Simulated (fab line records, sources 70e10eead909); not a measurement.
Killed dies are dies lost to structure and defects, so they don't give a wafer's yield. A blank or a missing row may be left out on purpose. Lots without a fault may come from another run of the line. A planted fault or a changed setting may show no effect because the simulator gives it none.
fab line records | flow nand_harc
record lots=6 wafers=16 last_day=34
route steps=1302 shown A_DECK1_JOINT@537 A_ONON_D2@545 END@1302
lots that met no fault: from a run of the same line without faults
start_h: hours from the record's first day to the start of the lot's first wafer shown | wait_h: hours since the lot's step before | " the same as in the row above | L1.1+2: a row that stands for several wafers | - no value, or no start given | * or withheld: withheld | < > ~ a bound
route shown NAME@n: a module of which the file shows steps, and the number in the route of the first | usual: mean/standard deviation of fault-free wafers | same: alike in all rows | chamber/n: place in a boat | sites: the reading at each site | _std_site: their standard deviation | _edge_site: outer sites' mean less inner sites' | radius_mm: how far each site lies from the wafer's centre | mask NAME#n: copy n | behind: the tool/chamber that last shaped the wafer | hold: why the lot was held/for how many hours/how that ended | device: the transistor (n, p or np) that didn't switch | end of line: the same wafers' tests at the end of the route | a step without rows: its recipe alone | killed: dies lost to structure and defects at the first sort, not the wafer's yield | map: a wafer's dies, x killed, . not, _ none there
set.NAME: the setting as run; set.NAME@STEP: as run at that earlier step | model.NAME: the simulator's own value behind a step, which no gauge read
lots at some steps of the route; a table a step, a row a wafer
services: from which hour (start_h, from the record's first day; less than 0 if before it) a tool's chamber was out of use, for how many hours, and why
## steps
# step NHARC_A_DECK1_JOINT_ANNEAL_28
# recipe temp_c=500 time_s=1800 idle_temp_c=400 ramp_up_c_per_min=10 densification_p_h2o_torr=640
# step NHARC_A_DECK1_JOINT_ANNEAL_29
# recipe temp_c=750 time_s=1800 idle_temp_c=500 ramp_up_c_per_min=10 ramp_down_c_per_min=3
# step NHARC_A_DECK1_JOINT_CMP_02
# recipe material=SiOx
# usual edge_zone_pressure_frac=1.000/0.0044 motor_current_A=12.0/1 pad_life_wafers=192/93 slurry_flow_ml_min=150.0/0.49
# columns lot.wafer tool chamber start_h wait_h edge_zone_pressure_frac motor_current_A pad_life_wafers slurry_flow_ml_min
L499.1 cmp-02 2 301.49 0.4 1.005 10.2 210 149.9
L499.4 " 1 " " 1.007 11.6 213 149.8
L499.5 " 3 " " 0.995 12.5 - 149.7
L502.3 cmp-03 1 317.26 0.4 0.995 13.4 211 149.4
L502.2 " 3 " " 1.001 11.2 213 150.6
L502.6 " 0 " " 0.999 11.2 - 149.5
L510.3 cmp-02 3 424.36 0.5 1.009 13.2 326 150.8
L512.1 cmp-01 3 433.26 0.4 0.996 12.1 138 149.6
L512.6 " 3 " " 0.998 11.7 - 150.2
L512.5 " 0 " " 0.996 13.7 - 150.2
L518.2 cmp-03 3 486.89 0.4 1.005 12.1 103 149.8
L518.1 " 0 " " 1.003 11.9 104 150.8
L518.3 " 1 " " 0.999 13.0 105 150.0
L519.1 cmp-02 2 503.16 0.4 1.001 10.6 289 150.6
L519.2 " 3 " " 1.003 13.2 290 150.4
L519.5 " 2 " " 0.999 10.8 - 150.1
# step NHARC_A_DECK1_JOINT_SRD_15
# step NHARC_A_DECK1_JOINT_DEP_16
# recipe target_thk_a=450 temp_c=400 pressure_torr=6.5 rf_w=900 teos_flow_sccm=161.4 flow_sccm=2650 target_thk_nm=45 gas=O2 material=SiO2
# usual heater_power_w=577/93 mfc_precursor_sccm=161.4/0.5 throttle_valve_pct=15.6/0.5
# columns lot.wafer tool chamber start_h wait_h heater_power_w mfc_precursor_sccm throttle_valve_pct
L499.1 pecvd-03 1 301.94 0.1 522 162.2 15.6
L499.4 " 2 " " 608 161.5 15.4
L499.5 " 0 " " 425 160.9 16.3
L502.2 pecvd-02 1 317.64 0.1 433 160.9 15.2
L502.3 " 2 " " 556 161.2 15.8
L502.6 " 0 " " 472 161.7 15.8
L510.3 pecvd-02 0 424.70 0.1 536 160.9 14.7
L512.1 pecvd-03 1 433.68 0.1 570 161.5 15.4
L512.6 " 0 " " 503 162.2 15.8
L512.5 " 1 " " 581 161.4 15.8
L518.3 pecvd-01 2 487.25 0.1 661 161.2 16.3
L518.1 " 0 " " 625 161.4 16.3
L518.2 " 1 " " 671 160.8 15.1
L519.1 pecvd-03 0 503.72 0.3 490 161.5 16.0
L519.2 " 1 " " 514 161.1 15.6
L519.5 " 2 " " 559 161.8 15.1
# step NHARC_A_DECK1_JOINT_THK_MEAS_17
# recipe thk_meas_gauge=ellipsometry
# usual thk_nm=44.8/1
# columns lot.wafer tool chamber start_h wait_h thk_nm
L499.1 film_metro-01 - 302.16 0.2 44.9
L499.4 " - " " 45.1
L499.5 " - " " 45.4
L502.2 film_metro-01 - 317.92 0.3 44.8
L502.3 " - " " 43.1
L502.6 " - " " 44.3
L510.3 film_metro-01 - 424.99 0.3 43.5
L512.1 film_metro-02 - 433.93 0.2 45.9
L512.5 " - " " 46.6
L512.6 " - " " 45.7
L518.1 film_metro-01 - 487.53 0.2 43.7
L518.2 " - " " 44.2
L518.3 " - " " 45.2
L519.1 film_metro-01 - 503.97 0.2 45.5
L519.2 " - " " 44.1
L519.5 " - " " 46.5
# step NHARC_A_DECK1_JOINT_INSPECT_05
# usual raw_defect_count=306/100
# columns lot.wafer tool chamber start_h wait_h raw_defect_count
L499.1 defect_inspect-02 - 302.20 0.0 355
L499.4 " - " " 303
L499.5 " - " " 293
L502.2 defect_inspect-01 - 317.95 0.0 414
L502.3 " - " " 328
L502.6 " - " " 332
L510.3 defect_inspect-02 - 425.02 0.0 699
L512.1 defect_inspect-01 - 433.96 0.0 267
L512.5 " - " " 197
L512.6 " - " " 238
L518.1 defect_inspect-02 - 487.57 0.0 205
L518.2 " - " " 308
L518.3 " - " " 178
L519.1 defect_inspect-02 - 504.00 0.0 349
L519.2 " - " " 228
L519.5 " - " " 209
# step NHARC_A_ONON_D2_DEP_00
# recipe target_thk_a=10000 n2_flow_sccm=2750 n2o_flow_sccm=2000 nh3_flow_sccm=500 sih4_flow_sccm=210 temp_c=400
# step NHARC_A_ONON_D2_THK_MEAS_02
# recipe thk_meas_gauge=ellipsometry
# usual thk_nm=998/9.4
# columns lot.wafer tool chamber start_h wait_h thk_nm
L499.1 film_metro-02 - 302.77 - 994
L499.4 " - " " 994
L499.5 " - " " 994
L502.2 film_metro-02 - 318.53 - 998
L502.3 " - " " 998
L502.6 " - " " 1001
L510.3 film_metro-02 - 425.60 - 997
L512.1 film_metro-02 - 434.54 - 1006
L512.5 " - " " 1007
L512.6 " - " " 1007
L518.1 film_metro-01 - 488.14 - 1001
L518.2 " - " " 1002
L518.3 " - " " 1002
L519.1 film_metro-01 - 504.58 - 1011
L519.2 " - " " 1011
L519.5 " - " " 1013
# step NHARC_A_ONON_D2_DEP_03
# recipe target_thk_a=10000 n2_flow_sccm=2750 n2o_flow_sccm=2000 nh3_flow_sccm=500 sih4_flow_sccm=210 temp_c=400
# step NHARC_A_ONON_D2_THK_MEAS_05
# recipe thk_meas_gauge=ellipsometry
# usual thk_nm=1002/9.4
# columns lot.wafer tool chamber start_h wait_h thk_nm
L499.1 film_metro-01 - 303.46 - 998
L499.4 " - " " 998
L499.5 " - " " 997
L502.2 film_metro-02 - 319.11 - 1005
L502.3 " - " " 1003
L502.6 " - " " 1005
L510.3 film_metro-01 - 426.16 - 1007
L512.1 film_metro-02 - 435.10 - 997
L512.5 " - " " 995
L512.6 " - " " 996
L518.1 film_metro-01 - 488.71 - 999
L518.2 " - " " 998
L518.3 " - " " 998
L519.1 film_metro-01 - 505.15 - 1007
L519.2 " - " " 1006
L519.5 " - " " 1007
# step NHARC_A_ONON_D2_DEP_06
# recipe target_thk_a=10000 n2_flow_sccm=2750 n2o_flow_sccm=2000 nh3_flow_sccm=500 sih4_flow_sccm=210 temp_c=400
# columns lot.wafer tool chamber start_h wait_h
L499.1+4+5 pecvd_onon-03 0 303.52 0.1
L502.2+3+6 pecvd_onon-01 0 319.22 0.1
L510.3 pecvd_onon-01 0 426.33 0.2
L512.1+5+6 pecvd_onon-01 0 435.16 0.1
L518.1+2+3 pecvd_onon-04 0 488.76 0.1
L519.1+2+5 pecvd_onon-03 0 505.21 0.1
# step NHARC_A_ONON_D2_THK_MEAS_08
# recipe thk_meas_gauge=ellipsometry
# usual thk_nm=999/11
# columns lot.wafer tool chamber start_h wait_h hold thk_nm
L499.1 film_metro-02 - 304.03 - - 992
L499.4 " - " " - 991
L499.5 " - " " - 991
L502.2 film_metro-02 - 319.67 - - 1002
L502.3 " - " " - 1002
L502.6 " - " " - 1001
L510.3 film_metro-01 - 426.73 - await_dispo/0.2h/release 1502
L510.3 film_metro-01 - 426.90 0.2 - 1501
L512.1 film_metro-02 - 435.67 - await_dispo/0.2h/release 1004
L512.5 " - " " await_dispo/0.2h/release 1512
L512.6 " - " " await_dispo/0.2h/release 1004
L512.1 film_metro-02 - 435.84 0.2 - 1005
L512.5 " - " " - 1514
L512.6 " - " " - 1005
L518.1 film_metro-01 - 489.27 - - 1013
L518.2 " - " " - 1014
L518.3 " - " " - 1013
L519.1 film_metro-02 - 505.71 - - 1006
L519.2 " - " " - 1005
L519.5 " - " " - 1004
# step NHARC_END_SORT_01
# recipe temp_c=25
# usual killed_at_array=58/20 killed_at_other=0.8/1 killed_at_periphery=4.6/2.8 killed_dies=63/19 killed_open=3.4/2 killed_short=2.4/1.8
# same gross_dies=677
# columns lot.wafer tool chamber start_h wait_h hold killed_at_array killed_at_other killed_at_periphery killed_dies killed_open killed_short
L499.1 prober-02 0 588.03 2.5 - 101 0 5 106 4 3
L499.4 prober-02 0 590.44 3.4 - 77 0 9 86 1 2
L499.5 prober-02 0 591.24 3.7 - 102 0 3 105 5 3
L502.2 prober-02 0 598.51 2.8 - 68 2 6 76 7 1
L502.3 prober-02 0 599.31 3.1 - 71 2 5 78 4 1
L502.6 prober-02 0 601.71 4.0 - 63 0 5 68 1 4
L510.3 prober-02 0 702.91 3.1 await_dispo/4.0h/release 675 0 2 677 4 1
L512.1 prober-01 0 716.95 2.5 await_dispo/3.3h/release 70 0 3 73 3 1
L512.5 prober-01 0 720.12 3.7 await_dispo/3.3h/release 671 0 6 677 4 1
L512.6 prober-01 0 720.91 4.0 await_dispo/3.3h/release 120 1 4 125 4 2
L518.1 prober-02 0 775.14 2.5 - 53 1 11 65 4 2
L518.2 prober-02 0 775.94 2.8 - 48 2 11 61 6 3
L518.3 prober-02 0 776.75 3.1 - 40 0 7 47 1 2
# killed by level:class
L499.1 A_CHANNEL_HOLE_D2:chamber_film_flake=33 A_SLIT:chamber_film_flake=28 A_CHANNEL_HOLE_D1:chamber_film_flake=19 A_CONTACT:chamber_film_flake=9 P_M1:chamber_film_flake=4 A_ONON_D2:geometric_particle:short=2 A_ZERO_WELL:chamber_film_flake=2 P_M0:geometric_particle:open=1
L499.4 A_CHANNEL_HOLE_D2:chamber_film_flake=30 A_CHANNEL_HOLE_D1:chamber_film_flake=20 A_SLIT:chamber_film_flake=12 P_GATE:chamber_film_flake=6 A_CONTACT:chamber_film_flake=3 A_SGD_CUT:chamber_film_flake=2 A_DECK1_JOINT:chamber_film_flake=2 A_CONTACT:unspecified=2
L499.5 A_SLIT:chamber_film_flake=37 A_CHANNEL_HOLE_D2:chamber_film_flake=34 A_CHANNEL_HOLE_D1:chamber_film_flake=19 P_M1:chamber_film_flake=3 A_ONON_D2:geometric_particle:short=2 A_M0:geometric_particle:open=2 A_CONTACT:chamber_film_flake=2 A_ONON_D1:geometric_particle:open=1
L502.2 A_SLIT:chamber_film_flake=30 A_CHANNEL_HOLE_D2:chamber_film_flake=22 A_STAIRCASE:chamber_film_flake=5 A_SOURCE_PLATE:geometric_particle:open=2 A_CHANNEL_FILL_D2:geometric_particle:open=2 P_ZERO_WELL:chamber_film_flake=2 P_BONDPAD:chamber_film_flake=2 A_CHANNEL_FILL_D1:chamber_film_flake=2
L502.3 A_SLIT:chamber_film_flake=32 A_CHANNEL_HOLE_D2:chamber_film_flake=24 A_CONTACT:chamber_film_flake=4 A_STAIRCASE:chamber_film_flake=3 P_BONDPAD:chamber_film_flake=2 A_CHANNEL_FILL_D1:chamber_film_flake=2 THIN_TSV:chamber_film_flake=2 P_CONTACT:geometric_particle:open=1
L502.6 A_CHANNEL_HOLE_D2:chamber_film_flake=23 A_SLIT:chamber_film_flake=20 A_STAIRCASE:chamber_film_flake=9 A_CHANNEL_HOLE_D1:chamber_film_flake=3 A_CONTACT:chamber_film_flake=3 P_BONDPAD:chamber_film_flake=2 P_M2:geometric_particle:short=1 A_SOURCE_PLATE:geometric_particle:open=1
L510.3 A_ONON_D2:area_dep=638 A_CHANNEL_HOLE_D1:chamber_film_flake=15 A_SLIT:chamber_film_flake=11 A_CHANNEL_HOLE_D2:chamber_film_flake=7 P_CONTACT:geometric_particle:open=1 P_M0:geometric_particle:open=1 A_DECK1_JOINT:geometric_particle:short=1 A_CONTACT:geometric_particle:open=1
L512.1 A_CHANNEL_HOLE_D2:chamber_film_flake=21 A_CHANNEL_HOLE_D1:chamber_film_flake=19 A_SLIT:chamber_film_flake=13 A_CONTACT:chamber_film_flake=9 A_SGD_CUT:chamber_film_flake=4 P_CONTACT:geometric_particle:open=2 A_STAIRCASE:chamber_film_flake=2 A_ONON_D1:geometric_particle:open=1
L512.5 A_ONON_D2:area_dep=583 A_SLIT:chamber_film_flake=30 A_CHANNEL_HOLE_D1:chamber_film_flake=22 A_CONTACT:chamber_film_flake=13 A_CHANNEL_HOLE_D2:chamber_film_flake=12 A_SGD_CUT:chamber_film_flake=7 P_GATE:geometric_particle:open=1 P_CONTACT:geometric_particle:open=1
L512.6 A_CHANNEL_HOLE_D1:chamber_film_flake=36 A_CHANNEL_HOLE_D2:chamber_film_flake=30 A_SLIT:chamber_film_flake=24 A_CONTACT:chamber_film_flake=17 A_SGD_CUT:chamber_film_flake=3 A_CHANNEL_FILL_D2:geometric_particle:short=2 P_M1:chamber_film_flake=2 P_M2:chamber_film_flake=2
L518.1 A_CHANNEL_HOLE_D2:chamber_film_flake=29 P_GATE:chamber_film_flake=9 A_SLIT:chamber_film_flake=5 A_STAIRCASE:chamber_film_flake=3 A_CONTACT:chamber_film_flake=3 A_CHANNEL_FILL_D2:chamber_film_flake=2 A_BONDPAD:chamber_film_flake=2 P_M0:geometric_particle:open=1
L518.2 A_CHANNEL_HOLE_D2:chamber_film_flake=20 A_SLIT:chamber_film_flake=9 A_CONTACT:chamber_film_flake=8 P_GATE:chamber_film_flake=6 P_M0:geometric_particle:open=2 P_ZERO_WELL:chamber_film_flake=2 A_BONDPAD:chamber_film_flake=2 THIN_TSV:chamber_film_flake=2
L518.3 A_CHANNEL_HOLE_D2:chamber_film_flake=18 A_CONTACT:chamber_film_flake=6 P_GATE:chamber_film_flake=5 A_SLIT:chamber_film_flake=4 A_CHANNEL_HOLE_D1:chamber_film_flake=3 A_BONDPAD:chamber_film_flake=3 P_M1:chamber_film_flake=2 A_ONON_D2:geometric_particle:short=1
# map L510.3 (x killed, . not)
____________x____________
_________xxxxxxx_________
_______xxxxxxxxxxx_______
______xxxxxxxxxxxxx______
_____xxxxxxxxxxxxxxx_____
____xxxxxxxxxxxxxxxxx____
____xxxxxxxxxxxxxxxxx____
___xxxxxxxxxxxxxxxxxxx___
___xxxxxxxxxxxxxxxxxxx___
__xxxxxxxxxxxxxxxxxxxxx__
__xxxxxxxxxxxxxxxxxxxxx__
_xxxxxxxxxxxxxxxxxxxxxxx_
_xxxxxxxxxxxxxxxxxxxxxxx_
_xxxxxxxxxxxxxxxxxxxxxxx_
_xxxxxxxxxxxxxxxxxxxxxxx_
_xxxxxxxxxxxxxxxxxxxxxxx_
xxxxxxxxxxxxxxxxxxxxxxxxx
xxxxxxxxxxxxxxxxxxxxxxxxx
xxxxxxxxxxxxxxxxxxxxxxxxx
xxxxxxxxxxxxxxxxxxxxxxxxx
xxxxxxxxxxxxxxxxxxxxxxxxx
_xxxxxxxxxxxxxxxxxxxxxxx_
_xxxxxxxxxxxxxxxxxxxxxxx_
_xxxxxxxxxxxxxxxxxxxxxxx_
_xxxxxxxxxxxxxxxxxxxxxxx_
_xxxxxxxxxxxxxxxxxxxxxxx_
__xxxxxxxxxxxxxxxxxxxxx__
__xxxxxxxxxxxxxxxxxxxxx__
___xxxxxxxxxxxxxxxxxxx___
___xxxxxxxxxxxxxxxxxxx___
____xxxxxxxxxxxxxxxxx____
____xxxxxxxxxxxxxxxxx____
_____xxxxxxxxxxxxxxx_____
______xxxxxxxxxxxxx______
_______xxxxxxxxxxx_______
_________xxxxxxx_________
____________x____________
# map L512.5 (x killed, . not)
____________x____________
_________xxxxxxx_________
_______xxxxxxxxxxx_______
______xxxxxxxxxxxxx______
_____xxxxxxxxxxxxxxx_____
____xxxxxxxxxxxxxxxxx____
____xxxxxxxxxxxxxxxxx____
___xxxxxxxxxxxxxxxxxxx___
___xxxxxxxxxxxxxxxxxxx___
__xxxxxxxxxxxxxxxxxxxxx__
__xxxxxxxxxxxxxxxxxxxxx__
_xxxxxxxxxxxxxxxxxxxxxxx_
_xxxxxxxxxxxxxxxxxxxxxxx_
_xxxxxxxxxxxxxxxxxxxxxxx_
_xxxxxxxxxxxxxxxxxxxxxxx_
_xxxxxxxxxxxxxxxxxxxxxxx_
xxxxxxxxxxxxxxxxxxxxxxxxx
xxxxxxxxxxxxxxxxxxxxxxxxx
xxxxxxxxxxxxxxxxxxxxxxxxx
xxxxxxxxxxxxxxxxxxxxxxxxx
xxxxxxxxxxxxxxxxxxxxxxxxx
_xxxxxxxxxxxxxxxxxxxxxxx_
_xxxxxxxxxxxxxxxxxxxxxxx_
_xxxxxxxxxxxxxxxxxxxxxxx_
_xxxxxxxxxxxxxxxxxxxxxxx_
_xxxxxxxxxxxxxxxxxxxxxxx_
__xxxxxxxxxxxxxxxxxxxxx__
__xxxxxxxxxxxxxxxxxxxxx__
___xxxxxxxxxxxxxxxxxxx___
___xxxxxxxxxxxxxxxxxxx___
____xxxxxxxxxxxxxxxxx____
____xxxxxxxxxxxxxxxxx____
_____xxxxxxxxxxxxxxx_____
______xxxxxxxxxxxxx______
_______xxxxxxxxxxx_______
_________xxxxxxx_________
____________x____________
## services
# columns tool chamber start_h hours kind
cmp-01 - 283.66 4.0 pm
pecvd-01 - 311.18 13.0 pm
pecvd_onon-04 - 311.31 13.0 pm
pecvd-02 - 328.18 1.4 repair
cmp-02 - 328.25 0.4 repair
pecvd-01 - 329.90 0.8 repair
cmp-02 - 332.02 4.0 pm
cmp-01 - 333.74 0.8 repair
cmp-03 - 358.10 4.0 pm
pecvd-03 - 366.40 13.0 pm
cmp-03 - 374.49 3.8 repair
cmp-02 - 378.01 3.6 repair
pecvd-03 - 403.63 1.7 repair
pecvd-02 1 405.17 5.9 repair
pecvd_onon-03 - 408.29 13.0 pm
pecvd-02 - 408.40 13.0 pm
cmp-03 - 417.27 1.0 repair
cmp-03 - 424.47 1.9 repair
cmp-02 - 430.02 4.0 pm
pecvd-03 - 439.69 1.6 repair
pecvd_onon-01 - 450.00 13.0 pm
cmp-03 - 456.10 4.0 pm
pecvd-03 - 495.57 1.1 repair
cmp-02 - 504.09 2.0 repair
## key
first_sign step=NHARC_A_ONON_D2_THK_MEAS_08 reading=visit direction=added
effect step=NHARC_A_ONON_D2_THK_MEAS_08 reading=thk_nm direction=up sigmas=46 usual=999 struck=1507
effect step=NHARC_END_SORT_01 reading=killed_dies direction=up sigmas=32 usual=63 struck=677
more_kills_born_at NHARC_A_ONON_D2_DEP_06@pecvd_onon-01=1221
met_at NHARC_A_ONON_D2_DEP_06
struck_wafers L510.3,L512.5
later_rows_left_out L510.3,L512.5
tester_left_out L510,L512
onset_between 319.22 426.33
fault kind=process_parameter_drift tool=pecvd_onon-01 chamber=- onset_h=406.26 steps=NHARC_A_ONON_D2_DEP_06 channel=target_thk_a offset=* shape=step end_h=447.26 scope=struck_wafers_only acts_in=* stated=*
# tester_left_out: of these lots the tester's yield and bins aren't shown, on N5 and GAA mostly nor the transistor test; their killed dies are dies lost to structure and defects alone, not to doping, threshold or leakage, so they don't give the yield
# later_rows_left_out: the simulator's readings of these wafers behind a module that went badly wrong aren't trusted and aren't shown, but for the sort
